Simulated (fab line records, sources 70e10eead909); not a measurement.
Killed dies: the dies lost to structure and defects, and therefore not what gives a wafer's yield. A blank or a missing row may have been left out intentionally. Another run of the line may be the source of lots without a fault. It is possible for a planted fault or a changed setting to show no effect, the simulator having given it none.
fab line records + flow nand-harc
[record]
- lots = 11
- wafers = 33
- last-day = 23
route steps=1159 shown A_CONTACT@920 END@1159
lots that met no fault: from a run of the same line without faults
start-h: start of the lot's first displayed wafer, in hours after the record's first day + wait-h: how many hours have passed since the lot's step before this one + " as in the row above + L1.1+2: a row that stands for several wafers + - no value, or no start was given + * or withheld: withheld + < > ~ a bound
route shown NAME@n: a module of which the file shows steps, and the number in the route of the first + usual: the fault-free wafers' mean and standard deviation + same: alike in all rows + chamber/n: place in a boat + sites: each site's reading + _std_site: their standard deviation + _edge_site: the outer-site mean with the inner-site mean subtracted + radius-mm: how far each site lies from the wafer's centre + mask NAME#n: copy n + behind: the last tool/chamber to shape the wafer + hold: why the lot went on hold/how many hours it stayed there/how the hold came to an end + device: the transistor (n, p or np) that didn't switch + end of line: the tests these same wafers got at the end of their route + step lacking rows: just its recipe + killed: dies lost to structure and defects at the first sort, not the wafer's yield + map: dies across one wafer; x = killed, . = not, _ = none there
set.NAME: the setting that was run; set.NAME@STEP: the one run at that earlier step + model.NAME: the simulator's own value behind a step, which no gauge read
one table for each step of the route and one row for each wafer, over a sample of lots
services: the hour from which a tool's chamber was out of use, counted from the record's first day as start-h (under 0 if before that day), plus the number of hours and why
[[steps]]
[step NHARC_A_CONTACT_ETCH_106]
[recipe]
- target-depth-a = 600
- overetch-a = 60
- time-s = 33
- ion-energy-ev = 100
- cf4-flow-sccm = 80
- o2-flow-sccm = 20
- ar-flow-sccm = 0
- rf-w = 300
- bias-w = 100
- chemistry = CF4/O2
[usual]
- drypump-motor-current-A = 5.7/0.47
- oes-product-au = 0.998/0.01
- rf-vpp-V = 198.0/1.4
- run-length-s = 54.5/0.45
- showerhead-plenum-p-Torr = 1.35/0.056
- throttle-valve-pct = 13.398/0.0094
| lot.wafer | tool        | chamber | start-h | wait-h | drypump-motor-current-A | oes-product-au | rf-hours-counter-h | rf-vpp-V | run-length-s | showerhead-plenum-p-Torr | throttle-valve-pct |
|-----------|-------------|---------|---------|--------|-------------------------|----------------|--------------------|----------|--------------|--------------------------|--------------------|
| L341.1    | rie-diel-07 | 2       | 379.78  | 0.1    | 5.5                     | 0.998          | 30                 | 196.7    | 54.0         | 1.29                     | 13.372             |
| L341.2    | "           | 3       | "       | "      | 6.8                     | 0.993          | 31                 | 199.3    | 54.6         | 1.40                     | 13.384             |
| L341.4    | "           | 0       | "       | "      | 5.7                     | 0.989          | 28                 | 196.6    | 54.6         | 1.26                     | 13.399             |
| L340.1    | rie-diel-08 | 0       | 380.55  | 0.1    | 5.5                     | 0.990          | 30                 | 198.4    | 54.2         | 1.36                     | 13.401             |
| L340.6    | "           | 3       | "       | "      | 6.0                     | 0.987          | -                  | 199.4    | 54.1         | 1.37                     | 13.411             |
| L340.5    | "           | 0       | "       | "      | 5.5                     | 0.988          | -                  | 198.8    | 54.5         | 1.36                     | 13.399             |
| L345.1    | rie-diel-01 | 0       | 391.15  | 0.1    | 6.0                     | 0.972          | 24                 | 199.4    | 55.0         | 1.43                     | 13.381             |
| L345.4    | "           | 3       | "       | "      | 5.0                     | 0.993          | 26                 | 200.0    | 55.4         | 1.36                     | 13.404             |
| L345.5    | "           | 0       | "       | "      | 6.0                     | 0.978          | -                  | 200.1    | 54.8         | 1.43                     | 13.407             |
| L342.3    | rie-diel-07 | 2       | 392.42  | 0.1    | 5.5                     | 1.007          | 33                 | 195.7    | 54.6         | 1.29                     | 13.399             |
| L342.4    | "           | 2       | "       | "      | 5.5                     | 1.001          | -                  | 197.8    | 54.1         | 1.29                     | 13.405             |
| L342.5    | "           | 0       | "       | "      | 5.7                     | 0.999          | -                  | 196.2    | 54.2         | 1.26                     | 13.409             |
| L343.3    | rie-diel-07 | 0       | 397.66  | 0.1    | 5.7                     | 0.992          | 32                 | 197.4    | 54.3         | 1.26                     | 13.383             |
| L343.2    | "           | 2       | "       | "      | 5.5                     | 1.001          | 33                 | 196.6    | 54.4         | 1.29                     | 13.396             |
| L343.4    | "           | 3       | "       | "      | 6.8                     | 1.000          | 32                 | 198.8    | 54.6         | 1.40                     | 13.405             |
| L346.3    | rie-diel-01 | 3       | 409.03  | 0.1    | 5.0                     | 0.999          | 34                 | 198.5    | 55.0         | 1.36                     | 13.393             |
| L346.5    | "           | 3       | "       | "      | 5.0                     | 0.985          | -                  | 197.5    | 55.1         | 1.36                     | 13.392             |
| L346.6    | "           | 0       | "       | "      | 6.0                     | 0.988          | -                  | 199.3    | 54.8         | 1.43                     | 13.399             |
| L347.3    | rie-diel-01 | 0       | 419.58  | 0.1    | 6.0                     | 0.993          | 36                 | 200.8    | 55.0         | 1.43                     | 13.385             |
| L347.4    | "           | 1       | "       | "      | 5.6                     | 1.009          | 37                 | 197.8    | 54.1         | 1.33                     | 13.407             |
| L347.6    | "           | 0       | "       | "      | 6.0                     | 0.996          | -                  | 199.7    | 55.0         | 1.42                     | 13.395             |
| L344.2    | rie-diel-08 | 3       | 421.20  | 0.1    | 6.0                     | 0.993          | 44                 | 197.9    | 54.9         | 1.37                     | 13.399             |
| L344.4    | "           | 1       | "       | "      | 5.2                     | 0.998          | 48                 | 196.8    | 53.8         | 1.29                     | 13.401             |
| L344.5    | "           | 3       | "       | "      | 6.0                     | 0.995          | -                  | 199.2    | 54.1         | 1.37                     | 13.399             |
| L350.1    | rie-diel-07 | 3       | 461.36  | 0.1    | 6.8                     | 1.000          | 9                  | 199.5    | 54.8         | 1.39                     | 13.390             |
| L350.2    | "           | 1       | "       | "      | 5.4                     | 0.994          | 7                  | 199.3    | 54.2         | 1.41                     | 13.408             |
| L350.5    | "           | 3       | "       | "      | 6.8                     | 1.010          | -                  | 199.2    | 55.4         | 1.39                     | 13.401             |
| L357.3    | rie-diel-01 | 1       | 486.15  | 0.1    | 5.6                     | 1.018          | 64                 | 196.5    | 53.8         | 1.32                     | 13.388             |
| L357.4    | "           | 2       | "       | "      | 5.5                     | 0.983          | 61                 | 197.5    | 54.0         | 1.30                     | 13.384             |
| L357.6    | "           | 0       | "       | "      | 6.0                     | 1.002          | -                  | 199.4    | 55.3         | 1.42                     | 13.390             |
| L359.2    | rie-diel-07 | 3       | 494.61  | 0.1    | 6.8                     | 1.002          | 17                 | 199.6    | 54.6         | 1.39                     | 13.389             |
| L359.3    | "           | 0       | "       | "      | 5.8                     | 1.007          | 15                 | 196.9    | 54.3         | 1.26                     | 13.404             |
| L359.5    | "           | 3       | "       | "      | 6.8                     | 0.999          | -                  | 198.1    | 55.1         | 1.39                     | 13.394             |
[step NHARC_A_CONTACT_CD_MEAS_08]
[recipe]
- target-cd-nm = 100
- landing-energy-ev = 500
[usual]
- cd-nm = 99.9/0.61
| lot.wafer | tool      | chamber | start-h | wait-h | cd-nm |
|-----------|-----------|---------|---------|--------|-------|
| L341.1    | cd-sem-03 | 0       | 383.12  | -      | 101.0 |
| L341.2    | "         | 0       | "       | "      | 100.3 |
| L341.4    | "         | 0       | "       | "      | 100.2 |
| L340.1    | cd-sem-03 | 0       | 384.51  | -      | 99.7  |
| L340.5    | "         | 0       | "       | "      | 99.1  |
| L340.6    | "         | 0       | "       | "      | 99.4  |
| L345.1    | cd-sem-02 | 0       | 394.54  | -      | 100.1 |
| L345.4    | "         | 0       | "       | "      | 100.4 |
| L345.5    | "         | 0       | "       | "      | 99.8  |
| L342.3    | cd-sem-03 | 0       | 395.79  | -      | 100.1 |
| L342.4    | "         | 0       | "       | "      | 100.4 |
| L342.5    | "         | 0       | "       | "      | 99.2  |
| L343.2    | cd-sem-02 | 0       | 400.29  | -      | 100.0 |
| L343.3    | "         | 0       | "       | "      | 100.6 |
| L343.4    | "         | 0       | "       | "      | 99.6  |
| L346.3    | cd-sem-03 | 0       | 414.84  | -      | 99.5  |
| L346.5    | "         | 0       | "       | "      | 99.9  |
| L346.6    | "         | 0       | "       | "      | 100.5 |
| L347.3    | cd-sem-03 | 0       | 422.84  | -      | 98.9  |
| L347.4    | "         | 0       | "       | "      | 99.4  |
| L347.6    | "         | 0       | "       | "      | 99.6  |
| L344.2    | cd-sem-03 | 0       | 423.77  | -      | 100.4 |
| L344.4    | "         | 0       | "       | "      | 100.0 |
| L344.5    | "         | 0       | "       | "      | 100.3 |
| L350.1    | cd-sem-01 | 0       | 465.21  | -      | 99.6  |
| L350.2    | "         | 0       | "       | "      | 99.9  |
| L350.5    | "         | 0       | "       | "      | 99.5  |
| L357.3    | cd-sem-01 | 0       | 488.66  | -      | 99.2  |
| L357.4    | "         | 0       | "       | "      | 99.2  |
| L357.6    | "         | 0       | "       | "      | 99.7  |
| L359.2    | cd-sem-02 | 0       | 497.32  | -      | 99.2  |
| L359.3    | "         | 0       | "       | "      | 100.0 |
| L359.5    | "         | 0       | "       | "      | 99.2  |
[step NHARC_A_CONTACT_ETCH_89]
[recipe]
- target-depth-a = 2600
- over-etch-frac = 0.3
- time-s = 475.3
- ion-energy-ev = 200
- n2-flow-sccm = 150
- h2-flow-sccm = 150
- ar-flow-sccm = 0
- rf-w = 400
- bias-w = 150
- chemistry = N2/H2
[usual]
- drypump-motor-current-A = 5.7/0.48
- oes-product-au = 1.001/0.01
- rf-vpp-V = 431.0/2.9
- run-length-s = 496.6/0.39
- showerhead-plenum-p-Torr = 2.05/0.1
- throttle-valve-pct = 14.171/0.0094
| lot.wafer | tool        | chamber | start-h | wait-h | drypump-motor-current-A | oes-product-au | rf-hours-counter-h | rf-vpp-V | run-length-s | showerhead-plenum-p-Torr | throttle-valve-pct |
|-----------|-------------|---------|---------|--------|-------------------------|----------------|--------------------|----------|--------------|--------------------------|--------------------|
| L341.1    | rie-diel-07 | 1       | 383.51  | -      | 5.4                     | 0.999          | 28                 | 434.4    | 496.7        | 2.16                     | 14.162             |
| L341.2    | "           | 2       | "       | "      | 5.5                     | 0.996          | 31                 | 428.2    | 496.2        | 1.97                     | 14.150             |
| L341.4    | "           | 2       | "       | "      | 5.5                     | 1.002          | -                  | 428.9    | 496.4        | 1.97                     | 14.155             |
| L340.1    | rie-diel-08 | 1       | 384.95  | -      | 5.2                     | 1.004          | 32                 | 428.8    | 496.0        | 1.98                     | 14.168             |
| L340.6    | "           | 1       | "       | "      | 5.2                     | 1.005          | -                  | 429.3    | 496.4        | 1.98                     | 14.180             |
| L340.5    | "           | 2       | "       | "      | 5.6                     | 0.996          | -                  | 434.4    | 497.1        | 2.21                     | 14.164             |
| L345.1    | rie-diel-01 | 0       | 394.90  | -      | 6.0                     | 0.994          | 26                 | 435.3    | 497.2        | 2.19                     | 14.190             |
| L345.4    | "           | 3       | "       | "      | 5.1                     | 0.997          | 28                 | 432.3    | 497.5        | 2.08                     | 14.175             |
| L345.5    | "           | 1       | "       | "      | 5.6                     | 1.014          | -                  | 430.1    | 496.4        | 2.03                     | 14.171             |
| L342.3    | rie-diel-01 | 0       | 396.33  | -      | 6.0                     | 0.981          | 27                 | 433.6    | 497.1        | 2.19                     | 14.154             |
| L342.4    | "           | 1       | "       | "      | 5.6                     | 1.015          | 28                 | 429.2    | 496.6        | 2.03                     | 14.156             |
| L342.5    | "           | 2       | "       | "      | 5.5                     | 0.978          | -                  | 428.7    | 496.4        | 2.00                     | 14.175             |
| L343.3    | rie-diel-07 | 0       | 400.65  | -      | 5.7                     | 0.993          | 32                 | 427.7    | 496.8        | 1.92                     | 14.174             |
| L343.4    | "           | 1       | "       | "      | 5.4                     | 0.991          | 31                 | 434.5    | 496.1        | 2.16                     | 14.189             |
| L343.2    | "           | 2       | "       | "      | 5.5                     | 1.008          | 33                 | 428.0    | 496.3        | 1.96                     | 14.179             |
| L346.3    | rie-diel-08 | 1       | 415.23  | -      | 5.2                     | 1.004          | 46                 | 428.0    | 496.2        | 1.98                     | 14.175             |
| L346.5    | "           | 0       | "       | "      | 5.5                     | 0.994          | -                  | 431.6    | 496.8        | 2.07                     | 14.184             |
| L346.6    | "           | 1       | "       | "      | 5.2                     | 1.011          | -                  | 429.0    | 496.1        | 1.98                     | 14.177             |
| L347.3    | rie-diel-07 | 3       | 423.28  | -      | 6.8                     | 0.996          | 1                  | 432.7    | 497.2        | 2.14                     | 14.174             |
| L347.4    | "           | 1       | "       | "      | 5.4                     | 0.992          | 1                  | 435.2    | 496.3        | 2.16                     | 14.165             |
| L347.6    | "           | 3       | "       | "      | 6.9                     | 0.993          | -                  | 432.6    | 497.3        | 2.14                     | 14.180             |
| L344.4    | rie-diel-01 | 3       | 424.13  | -      | 5.0                     | 0.989          | 36                 | 433.9    | 497.2        | 2.07                     | 14.185             |
| L344.2    | "           | 1       | "       | "      | 5.6                     | 1.014          | 37                 | 429.7    | 496.4        | 2.03                     | 14.163             |
| L344.5    | "           | 0       | "       | "      | 6.0                     | 0.992          | -                  | 434.9    | 497.0        | 2.18                     | 14.178             |
| L350.2    | rie-diel-07 | 0       | 465.57  | -      | 5.7                     | 1.007          | 9                  | 427.1    | 497.0        | 1.92                     | 14.163             |
| L350.1    | "           | 2       | "       | "      | 5.5                     | 1.012          | 9                  | 428.9    | 496.1        | 1.96                     | 14.159             |
| L350.5    | "           | 1       | "       | "      | 5.3                     | 0.988          | -                  | 435.4    | 496.3        | 2.16                     | 14.183             |
| L357.3    | rie-diel-07 | 3       | 489.08  | -      | 6.8                     | 0.995          | 16                 | 431.7    | 497.1        | 2.13                     | 14.172             |
| L357.4    | "           | 0       | "       | "      | 5.7                     | 1.011          | 14                 | 427.5    | 380.3        | 1.91                     | 14.192             |
| L357.6    | "           | 1       | "       | "      | 5.4                     | 0.990          | -                  | 433.7    | 496.1        | 2.16                     | 14.164             |
| L359.2    | rie-diel-07 | 0       | 497.81  | -      | 5.7                     | 1.016          | 16                 | 427.7    | 380.5        | 1.91                     | 14.160             |
| L359.3    | "           | 3       | "       | "      | 6.8                     | 0.993          | 17                 | 432.9    | 496.8        | 2.13                     | 14.157             |
| L359.5    | "           | 1       | "       | "      | 5.4                     | 1.004          | -                  | 433.8    | 496.2        | 2.16                     | 14.174             |
[step NHARC_A_CONTACT_ETCH_98]
[recipe]
- target-depth-a = 200
- over-etch-frac = 0.5
- time-s = 10
- ion-energy-ev = 250
- c4f6-flow-sccm = 25
- o2-flow-sccm = 20
- ar-flow-sccm = 500
- rf-w = 600
- bias-w = 500
- chemistry = C4F6/O2
[usual]
- drypump-motor-current-A = 5.7/0.46
- oes-product-au = 0.958/0.022
- rf-vpp-V = 548/3.1
- run-length-s = 31.1/0.31
- showerhead-plenum-p-Torr = 3.95/0.15
- throttle-valve-pct = 26.903/0.0078
| lot.wafer | tool        | chamber | start-h | wait-h | drypump-motor-current-A | oes-product-au | rf-hours-counter-h | rf-vpp-V | run-length-s | showerhead-plenum-p-Torr | throttle-valve-pct |
|-----------|-------------|---------|---------|--------|-------------------------|----------------|--------------------|----------|--------------|--------------------------|--------------------|
| L341.4    | rie-diel-01 | 1       | -       | -      | 5.7                     | 0.959          | 23                 | 547      | 30.8         | 3.92                     | 26.895             |
| L341.2    | "           | 2       | "       | "      | 5.6                     | 0.935          | 22                 | 546      | 31.5         | 3.86                     | 26.897             |
| L341.1    | "           | 3       | "       | "      | 5.1                     | 0.944          | 24                 | 549      | 31.9         | 3.99                     | 26.897             |
| L340.1    | rie-diel-01 | 3       | -       | -      | 5.0                     | 0.946          | 25                 | 548      | 31.7         | 3.99                     | 26.918             |
| L340.5    | "           | 1       | "       | "      | 5.7                     | 0.958          | -                  | 546      | 31.2         | 3.92                     | 26.910             |
| L340.6    | "           | 2       | "       | "      | 5.6                     | 0.938          | -                  | 546      | 30.9         | 3.86                     | 26.899             |
| L345.1    | rie-diel-07 | 2       | -       | -      | 5.5                     | 0.974          | 33                 | 546      | 30.7         | 3.80                     | 26.908             |
| L345.4    | "           | 1       | "       | "      | 5.4                     | 0.966          | 31                 | 552      | 30.8         | 4.13                     | 26.912             |
| L345.5    | "           | 2       | "       | "      | 5.5                     | 0.981          | -                  | 545      | 30.9         | 3.80                     | 26.914             |
| L342.3    | rie-diel-07 | 2       | -       | -      | 5.5                     | 0.932          | 33                 | 545      | 30.7         | 3.80                     | 26.896             |
| L342.4    | "           | 3       | "       | "      | 6.8                     | 1.028          | 32                 | 550      | 31.5         | 4.09                     | 26.897             |
| L342.5    | "           | 1       | "       | "      | 5.4                     | 0.950          | -                  | 550      | 31.4         | 4.13                     | 26.894             |
| L343.2    | rie-diel-07 | 0       | -       | -      | 5.7                     | 0.936          | 33                 | 544      | 30.9         | 3.72                     | 26.905             |
| L343.4    | "           | 2       | "       | "      | 5.5                     | 0.962          | 34                 | 546      | 31.3         | 3.80                     | 26.909             |
| L343.3    | "           | 3       | "       | "      | 6.8                     | 0.956          | 32                 | 550      | 31.3         | 4.09                     | 26.900             |
| L346.3    | rie-diel-08 | 0       | -       | -      | 5.6                     | 0.946          | 44                 | 548      | 31.0         | 3.97                     | 26.898             |
| L346.5    | "           | 3       | "       | "      | 6.1                     | 0.948          | -                  | 548      | 30.9         | 4.01                     | 26.906             |
| L346.6    | "           | 0       | "       | "      | 5.5                     | 0.950          | -                  | 548      | 31.1         | 3.97                     | 26.914             |
| L347.3    | rie-diel-07 | 2       | -       | -      | 5.5                     | 0.964          | 3                  | 543      | 30.7         | 3.79                     | 26.895             |
| L347.4    | "           | 0       | "       | "      | 5.7                     | 0.950          | 2                  | 543      | 31.3         | 3.71                     | 26.906             |
| L347.6    | "           | 1       | "       | "      | 5.4                     | 0.945          | -                  | 551      | 30.8         | 4.13                     | 26.904             |
| L344.2    | rie-diel-07 | 3       | -       | -      | 6.8                     | 0.937          | 3                  | 551      | 31.2         | 4.09                     | 26.894             |
| L344.4    | "           | 0       | "       | "      | 5.7                     | 0.943          | 2                  | 542      | 31.0         | 3.71                     | 26.896             |
| L344.5    | "           | 0       | "       | "      | 5.7                     | 0.938          | -                  | 541      | 31.3         | 3.71                     | 26.906             |
| L350.2    | rie-diel-01 | 3       | -       | -      | 5.0                     | 1.008          | 54                 | 547      | 31.3         | 3.97                     | 26.910             |
| L350.1    | "           | 2       | "       | "      | 5.6                     | 0.991          | 53                 | 545      | 31.0         | 3.85                     | 26.900             |
| L350.5    | "           | 0       | "       | "      | 6.0                     | 0.985          | -                  | 553      | 31.4         | 4.16                     | 26.902             |
| L357.4    | rie-diel-08 | 2       | -       | -      | 5.7                     | 1.005          | 1                  | 552      | 31.5         | 4.18                     | 26.898             |
| L357.3    | "           | 3       | "       | "      | 6.0                     | 0.996          | 1                  | 548      | 31.3         | 4.00                     | 26.887             |
| L357.6    | "           | 0       | "       | "      | 5.5                     | 0.987          | -                  | 547      | 31.0         | 3.96                     | 26.895             |
| L359.2    | rie-diel-08 | 3       | -       | -      | 6.0                     | 1.016          | 7                  | 549      | 31.2         | 3.99                     | 26.888             |
| L359.3    | "           | 0       | "       | "      | 5.6                     | 0.991          | 5                  | 548      | 31.3         | 3.96                     | 26.899             |
| L359.5    | "           | 1       | "       | "      | 5.2                     | 1.009          | -                  | 546      | 31.0         | 3.80                     | 26.913             |
[step NHARC_END_SORT_01]
[recipe]
- temp-c = 25
[usual]
- killed-at-array = 28/11
- killed-at-other = 0.6/0.85
- killed-at-periphery = 2.8/2.3
- killed-dies = 31/11
- killed-open = 3.1/1.6
- killed-short = 2.0/1.4
[same]
- gross-dies = 677
| lot.wafer | tool      | chamber | start-h | wait-h | killed-at-array | killed-at-other | killed-at-periphery | killed-dies | killed-open | killed-short |
|-----------|-----------|---------|---------|--------|-----------------|-----------------|---------------------|-------------|-------------|--------------|
| L357.3    | prober-02 | 0       | 553.13  | 3.1    | 12              | 0               | 5                   | 17          | 3           | 2            |
| L357.4    | prober-02 | 0       | 553.92  | 3.4    | 204             | 0               | 4                   | 208         | 4           | 3            |
| L357.6    | prober-02 | 0       | 555.52  | 4.0    | 11              | 0               | 6                   | 17          | 7           | 1            |
| L359.2    | prober-01 | 0       | 557.13  | 2.8    | 179             | 0               | 4                   | 183         | 5           | 1            |
| L359.3    | prober-01 | 0       | 557.93  | 3.1    | 41              | 0               | 3                   | 44          | 4           | 0            |
| L359.5    | prober-01 | 0       | 559.52  | 3.7    | 45              | 0               | 4                   | 49          | 3           | 1            |
// killed by level:class
L357.3 A_CONTACT:chamber-film-flake=4 A_ONON_D1:geometric-particle:open=2 P_BONDPAD:chamber-film-flake=2 A_CHANNEL_HOLE_D1:chamber-film-flake=2 P_M0:geometric-particle:open=1 A_CONTACT:geometric-particle:short=1 A_M1:geometric-particle:short=1 P_STI:chamber-film-flake=1
L357.4 A_CONTACT:area-etch=191 A_CHANNEL_HOLE_D1:chamber-film-flake=6 A_WL_FILL:geometric-particle:short=2 A_CONTACT:chamber-film-flake=2 P_CONTACT:geometric-particle:open=1 P_M0:geometric-particle:open=1 A_CONTACT:geometric-particle:open=1 A_CONTACT:geometric-particle:short=1
L357.6 A_CHANNEL_HOLE_D1:chamber-film-flake=4 P_STI:chamber-film-flake=3 P_M0:geometric-particle:open=2 P_BONDPAD:geometric-particle:open=1 A_ONON_D1:geometric-particle:short=1 A_ONON_D1:geometric-particle:open=1 A_SGD_CUT:geometric-particle:open=1 A_WL_FILL:geometric-particle:open=1
L359.2 A_CONTACT:area-etch=128 A_CHANNEL_HOLE_D1:chamber-film-flake=24 A_SLIT:chamber-film-flake=19 A_WL_FILL:chamber-film-flake=2 A_CONTACT:chamber-film-flake=2 P_M0:geometric-particle:short=1 P_M0:geometric-particle:open=1 A_CHANNEL_HOLE_D1:geometric-particle:open=1
L359.3 A_SLIT:chamber-film-flake=16 A_CHANNEL_HOLE_D1:chamber-film-flake=13 A_CONTACT:chamber-film-flake=7 P_ZERO_WELL:chamber-film-flake=2 P_M0:geometric-particle:open=1 A_CHANNEL_FILL_D1:geometric-particle:open=1 A_M0:geometric-particle:open=1 A_M1:geometric-particle:open=1
L359.5 A_CHANNEL_HOLE_D1:chamber-film-flake=21 A_SLIT:chamber-film-flake=18 A_CONTACT:chamber-film-flake=3 P_STI:geometric-particle:open=1 P_CONTACT:geometric-particle:open=1 A_SGD_CUT:geometric-particle:open=1 A_M0:geometric-particle:short=1 P_ZERO_WELL:chamber-film-flake=1
[[services]]
| tool        | chamber | start-h | hours | kind       |
|-------------|---------|---------|-------|------------|
| rie-diel-07 | 0       | 359.87  | -     | clean      |
| rie-diel-07 | 1       | 359.87  | -     | clean      |
| rie-diel-07 | 2       | 359.87  | -     | clean      |
| rie-diel-07 | 3       | 359.87  | -     | clean      |
| rie-diel-07 | 3       | 381.67  | 14.3  | repair     |
| rie-diel-07 | 0       | 384.37  | -     | clean      |
| rie-diel-07 | 1       | 384.37  | -     | clean      |
| rie-diel-07 | 2       | 384.37  | -     | clean      |
| rie-diel-07 | -       | 405.20  | 9.0   | pm         |
| rie-diel-07 | 0       | 405.20  | 9.0   | vent-cycle |
| rie-diel-07 | 1       | 405.20  | 9.0   | vent-cycle |
| rie-diel-07 | 2       | 405.20  | 9.0   | vent-cycle |
| rie-diel-07 | 3       | 405.20  | 9.0   | vent-cycle |
| rie-diel-07 | 0       | 414.20  | -     | clean      |
| rie-diel-07 | 1       | 414.20  | -     | clean      |
| rie-diel-07 | 2       | 414.20  | -     | clean      |
| rie-diel-07 | 3       | 414.20  | -     | clean      |
| rie-diel-07 | 0       | 438.89  | -     | clean      |
| rie-diel-07 | 1       | 438.89  | -     | clean      |
| rie-diel-07 | 2       | 438.89  | -     | clean      |
| rie-diel-07 | 3       | 438.89  | -     | clean      |
| rie-diel-07 | 0       | 463.39  | -     | clean      |
| rie-diel-08 | -       | 478.86  | 9.0   | pm         |
| rie-diel-01 | -       | 492.38  | 9.0   | pm         |
[[key]]
[first-sign]
- step = NHARC_A_CONTACT_ETCH_89
- reading = run-length-s
- direction = down
- sigmas = 99+
- usual = *
- struck = *
[effect]
- step = NHARC_END_SORT_01
- reading = killed-at-array
- direction = up
- sigmas = 14
- usual = 28
- struck = 192
[more-kills-born-at]
- NHARC_A_CONTACT_ETCH_89@rie-diel-07 = 319
met-at NHARC_A_CONTACT_ETCH_89
struck-lots L357,L359
struck-wafers L357.4,L359.2
tester-left-out L357,L359
not-acting-at NHARC_A_CONTACT_ETCH_106,NHARC_A_CONTACT_CD_MEAS_08,NHARC_A_CONTACT_ETCH_98
onset-between 465.57 489.08
[fault]
- kind = process-parameter-drift
- tool = rie-diel-07
- chamber = 0
- onset-h = 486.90
- steps = NHARC_A_CONTACT_ETCH_89
- channel = time-s
- offset = *
- shape = step
- end-h = 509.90
- acts-in = *
- stated = *
// tester-left-out: of these lots the tester's yield and bins aren't shown, on N5 and GAA mostly nor the transistor test; their killed dies are dies lost to structure and defects alone, not to doping, threshold or leakage, so they don't give the yield
